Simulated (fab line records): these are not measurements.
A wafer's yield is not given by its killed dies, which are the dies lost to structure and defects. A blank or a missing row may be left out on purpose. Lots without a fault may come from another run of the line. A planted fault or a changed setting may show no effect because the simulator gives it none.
fab line records | flow n5_finfet
record: lots: 11 wafers: 33 last_day: 17
route steps=1938 shown BEOL_M6@1197
lots with no fault: from the same line, run without faults
start_h: the number of hours between the record's first day and the start of the first shown wafer of the lot | wait_h: hours from the lot's prior step to this one | " as in the row above | L1.1+2: a row that stands for several wafers | - value missing, or start not given | * or withheld: withheld | < > ~ a bound
route shown NAME@n: NAME is a module with steps in the file, n the number in the route of the first one | usual: mean/standard deviation taken from wafers without a fault | same: alike in all rows | chamber/n: place in a boat | sites: readings site by site | _std_site: standard deviation across them | _edge_site: inner sites' mean taken away from outer sites' mean | radius_mm: for every site, how far away it sits from the centre of the wafer | mask NAME#n: copy n | behind: the tool/chamber that last shaped the wafer | hold: what put the lot on hold/how long, in hours/how the hold closed | device: names the non-switching transistor (n, p or np) | end of line: the route-end tests of the same wafers | for a step that has no rows: nothing shown but its recipe | killed: not the wafer's yield, but the dies lost to structure and defects at the first sort | map: dies across one wafer; x = killed, . = not, _ = none there
set.NAME: the setting that was run; set.NAME@STEP: the one run at that earlier step | model.NAME: the simulator's own value behind a step, which no gauge read
route steps across a sampled set of lots; one table per step, one row per wafer
services: the hour from which a tool's chamber was out of use, counted from the record's first day as start_h (under 0 if before that day), plus the number of hours and why
== steps ==
step: N5_BEOL_M6_PECVD_70
recipe: material: SiO2 target_thk_a: 200 temp_c: 400 precursor: TEOS/O2 pressure_torr: 5.5 rf_w: 450 teos_flow_sccm: 53.8 gas: O2 flow_sccm: 3000 time_s: 22.7
usual: heater_power_w: 722/65 showerhead_plenum_p_Torr: 8.80/0.05 throttle_valve_pct: 23.2/1.4
columns lot.wafer tool chamber start_h wait_h heater_power_w showerhead_plenum_p_Torr throttle_valve_pct
L346.1 pecvd-04 1 183.49 0.0 784 8.78 26.2
L346.2 " 0 " " 722 8.76 22.2
L346.4 " 2 " " 805 8.80 21.9
L350.1 pecvd-03 0 199.51 0.0 671 8.91 23.7
L350.2 " 2 " " 602 8.79 21.8
L350.4 " 2 " " 606 8.80 21.7
L351.2 pecvd-02 1 210.90 0.0 786 8.84 23.2
L351.4 " 2 " " 688 8.74 21.7
L351.5 " 0 " " 783 8.76 23.3
L359.3 pecvd-04 1 258.45 0.0 748 8.76 25.6
L359.4 " 1 " " 756 8.75 25.9
L359.6 " 0 " " 635 8.76 22.6
L361.2 pecvd-02 1 275.28 0.0 847 8.81 23.2
L361.5 " 2 " " 565 8.78 21.9
L361.6 " 0 " " 819 8.77 23.5
L363.1 pecvd-03 0 282.77 0.0 730 8.93 23.8
L363.2 " 2 " " 611 8.79 22.1
L363.5 " 2 " " 636 8.80 21.9
L362.1 pecvd-03 0 283.26 0.0 733 8.90 23.8
L362.4 " 2 " " 702 8.82 22.1
L362.5 " 0 " " 719 8.90 23.9
L364.1 pecvd-03 1 291.57 0.0 789 8.81 23.7
L364.3 " 0 " " 780 8.92 23.9
L364.4 " 2 " " 602 8.81 22.1
L366.1 pecvd-03 0 303.44 0.0 763 8.90 23.8
L366.2 " 2 " " 742 8.81 22.1
L366.3 " 1 " " 711 8.79 24.0
L365.2 pecvd-03 0 310.28 0.0 730 8.93 24.0
L365.3 " 2 " " 635 8.78 22.2
L365.6 " 2 " " 634 8.81 22.4
L367.1 pecvd-04 2 312.55 0.0 704 8.76 20.4
L367.4 " 1 " " 745 8.78 25.9
L367.5 " 0 " " 694 8.77 22.5
step: N5_BEOL_M6_STRIP_19
recipe: chemistry: O2 power_w: 400 temp_c: 40 pressure_mtorr: 30 rf_frequency_hz: 6e+07 bias_power_w: 0 overash_fraction: 0.2 o2_flow_sccm: 225
usual: drypump_motor_current_A: 5.7/0.44 oes_product_au: 0.82/0.081 rf_vpp_V: 3.6/0.64 showerhead_plenum_p_Torr: 2.10/0.079 throttle_valve_pct: 16.67/0.26
columns lot.wafer tool chamber start_h wait_h drypump_motor_current_A oes_product_au rf_hours_counter_h rf_vpp_V showerhead_plenum_p_Torr throttle_valve_pct
L346.1 rie_diel-02 1 185.19 0.1 6.3 0.77 152 4.4 2.03 16.58
L346.2 " 3 " " 6.1 0.98 6 4.1 2.05 16.51
L346.4 " 0 " " 5.5 0.89 40 3.5 2.24 16.58
L350.1 rie_diel-02 3 202.40 0.1 6.2 0.96 12 3.3 2.04 16.51
L350.2 " 2 " " 5.8 0.88 30 3.9 2.14 16.51
L350.4 " 1 " " 6.3 0.78 158 3.3 2.03 16.59
L351.2 rie_diel-06 2 212.16 0.2 5.6 0.70 223 4.4 2.16 17.14
L351.4 " 1 " " 6.2 0.92 30 4.6 2.05 16.41
L351.5 " 0 " " 5.7 0.84 - 4.6 2.22 16.52
L359.3 rie_diel-01 1 261.26 0.1 5.0 0.71 209 4.0 2.02 17.30
L359.4 " 2 " " 6.2 0.89 - 3.4 2.13 16.48
L359.6 " 1 " " 5.0 0.70 - 4.8 2.02 17.31
L361.2 rie_diel-02 3 276.94 0.2 6.1 0.88 42 3.5 2.03 16.56
L361.5 " 2 " " 5.8 0.84 - 3.5 2.13 16.55
L361.6 " 1 " " 6.3 0.74 - 3.3 2.02 16.64
L363.1 rie_diel-06 0 285.67 0.3 5.7 0.81 93 3.0 2.22 16.57
L363.2 " 2 " " 5.5 0.68 242 3.7 2.15 17.17
L363.5 " 1 " " 6.2 0.87 - 3.7 2.04 16.45
L362.1 rie_diel-02 1 286.23 0.1 6.3 0.74 191 3.1 2.02 16.66
L362.4 " 0 " " 5.5 0.82 80 3.3 2.22 16.63
L362.5 " 0 " " 5.5 0.82 - 3.5 2.22 16.66
L364.1 rie_diel-06 0 294.34 0.3 5.7 0.80 95 2.8 2.22 16.56
L364.3 " 1 " " 6.3 0.87 52 3.8 2.04 16.46
L364.4 " 3 " " 5.5 0.77 127 3.3 2.01 16.78
L366.1 rie_diel-06 2 304.65 0.3 5.6 0.67 248 2.8 2.15 17.18
L366.2 " 3 " " 5.6 0.77 131 4.1 2.01 16.77
L366.3 " 1 " " 6.3 0.87 55 3.2 2.04 16.46
L365.2 rie_diel-02 0 311.34 0.1 5.5 0.82 87 4.1 2.22 16.67
L365.3 " 3 " " 6.2 0.88 53 3.6 2.03 16.58
L365.6 " 0 " " 5.5 0.83 - 4.2 2.22 16.67
L367.1 rie_diel-06 0 313.71 0.2 5.7 0.81 100 2.8 2.21 16.57
L367.4 " 3 " " 5.6 0.77 - 2.8 2.01 16.79
L367.5 " 0 " " 5.7 0.80 - 3.5 2.21 16.56
step: N5_BEOL_M6_COAT_63
recipe: resist: SOC temp_c: 250 time_s: 60 spin_rpm: 1500 resist_thk_nm: 60
usual: spin_speed_rpm: 1499.9/0.89
columns lot.wafer tool chamber start_h wait_h spin_speed_rpm
L346.1 litho_track-05 0 186.87 1.6 1500.3
L346.2 " 0 " " 1498.3
L346.4 " 0 " " 1499.5
L350.1 litho_track-05 0 202.52 0.0 1536.2
L350.2 " 0 " " 1536.0
L350.4 " 0 " " 1535.5
L351.2 litho_track-05 0 212.98 0.8 1535.4
L351.4 " 0 " " 1537.1
L351.5 " 0 " " 1536.0
L359.3 litho_track-02 0 261.36 0.0 1499.7
L359.4 " 0 " " 1498.7
L359.6 " 0 " " 1500.3
L361.2 litho_track-02 0 279.35 2.3 1500.2
L361.5 " 0 " " 1501.4
L361.6 " 0 " " 1500.8
L363.1 litho_track-01 0 285.97 0.2 1501.7
L363.2 " 0 " " 1501.8
L363.5 " 0 " " 1501.0
L362.1 litho_track-05 0 286.34 0.0 1501.3
L362.4 " 0 " " 1499.7
L362.5 " 0 " " 1500.5
L364.1 litho_track-02 0 294.57 0.2 1499.4
L364.3 " 0 " " 1501.2
L364.4 " 0 " " 1499.3
L366.1 litho_track-01 0 309.41 4.7 1499.0
L366.2 " 0 " " 1500.0
L366.3 " 0 " " 1498.2
L365.2 litho_track-05 0 314.12 2.7 1500.0
L365.3 " 0 " " 1499.6
L365.6 " 0 " " 1499.7
L367.1 litho_track-02 0 314.12 0.3 1500.1
L367.4 " 0 " " 1499.9
L367.5 " 0 " " 1499.0
step: N5_BEOL_M6_OVL_MEAS_29
recipe: points_per_wafer: 522
usual: V5_OVL: 0.0/0.66
columns lot.wafer tool chamber start_h wait_h V5_OVL[nm]
L346.1 overlay-02 0 187.44 0.0 0.4
L346.2 " 0 " " -0.1
L346.4 " 0 " " 0.8
L350.1 overlay-01 0 202.83 0.0 1.1
L350.2 " 0 " " 0.0
L350.4 " 0 " " -0.5
L351.2 overlay-01 0 213.29 0.0 -1.1
L351.4 " 0 " " -0.3
L351.5 " 0 " " -1.6
L359.3 overlay-01 0 261.80 0.0 -0.3
L359.4 " 0 " " 0.8
L359.6 " 0 " " 0.9
L361.2 overlay-02 0 279.66 0.0 1.4
L361.5 " 0 " " -0.7
L361.6 " 0 " " 0.3
L363.1 overlay-02 0 286.40 0.0 0.2
L363.2 " 0 " " -0.1
L363.5 " 0 " " 0.6
L362.1 overlay-02 0 286.66 0.0 0.5
L362.4 " 0 " " 0.9
L362.5 " 0 " " 1.5
L364.1 overlay-02 0 294.99 0.0 -0.7
L364.3 " 0 " " -0.2
L364.4 " 0 " " -0.4
L366.1 overlay-01 0 309.87 0.0 -0.7
L366.2 " 0 " " 1.3
L366.3 " 0 " " -0.6
L365.2 overlay-01 0 314.43 0.0 0.0
L365.3 " 0 " " 0.7
L365.6 " 0 " " 0.1
L367.1 overlay-02 0 314.47 0.0 0.5
L367.4 " 0 " " 0.4
L367.5 " 0 " " 0.1
== services ==
columns tool chamber start_h hours kind
litho_track-01 - 168.75 - consumable_replace:filter
pecvd-03 - 196.97 0.5 repair
pecvd-04 2 202.38 - clean
pecvd-04 2 202.38 - consumable_replace:showerhead
pecvd-04 2 202.38 29.0 scheduled_down
pecvd-04 2 202.38 29.0 vent_cycle
rie_diel-06 - 215.62 15.6 pm
pecvd-03 0 232.59 2.1 scheduled_down
pecvd-04 2 233.64 5.5 scheduled_down
rie_diel-02 2 235.45 2.4 repair
rie_diel-01 3 246.14 18.9 repair
pecvd-02 0 253.03 5.5 scheduled_down
pecvd-04 - 295.33 1.2 repair
rie_diel-01 2 299.37 5.1 repair
rie_diel-01 0 304.44 - clean
rie_diel-01 0 304.44 - consumable_replace:focus_ring
rie_diel-01 0 304.44 18.2 scheduled_down
rie_diel-01 0 304.44 18.2 vent_cycle
litho_track-01 - 311.30 - consumable_replace:filter
rie_diel-01 - 311.59 0.2 repair
rie_diel-06 2 312.32 - clean
rie_diel-06 2 312.32 - consumable_replace:focus_ring
rie_diel-06 2 312.32 23.8 scheduled_down
rie_diel-06 2 312.32 23.8 vent_cycle
== key ==
first_sign: step: N5_BEOL_M6_COAT_63 reading: spin_speed_rpm direction: up sigmas: 40 usual: * struck: *
effect none on later readings
met_at N5_BEOL_M6_COAT_63
struck_lots L350,L351
not_acting_at N5_BEOL_M6_PECVD_70,N5_BEOL_M6_STRIP_19,N5_BEOL_M6_OVL_MEAS_29
onset_between 186.87 202.52
fault: kind: process_parameter_drift tool: litho_track-05 chamber: - onset_h: 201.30 steps: N5_BEOL_M6_COAT_63 channel: spin_rpm offset: * shape: step end_h: 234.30 acts_in: * stated: *
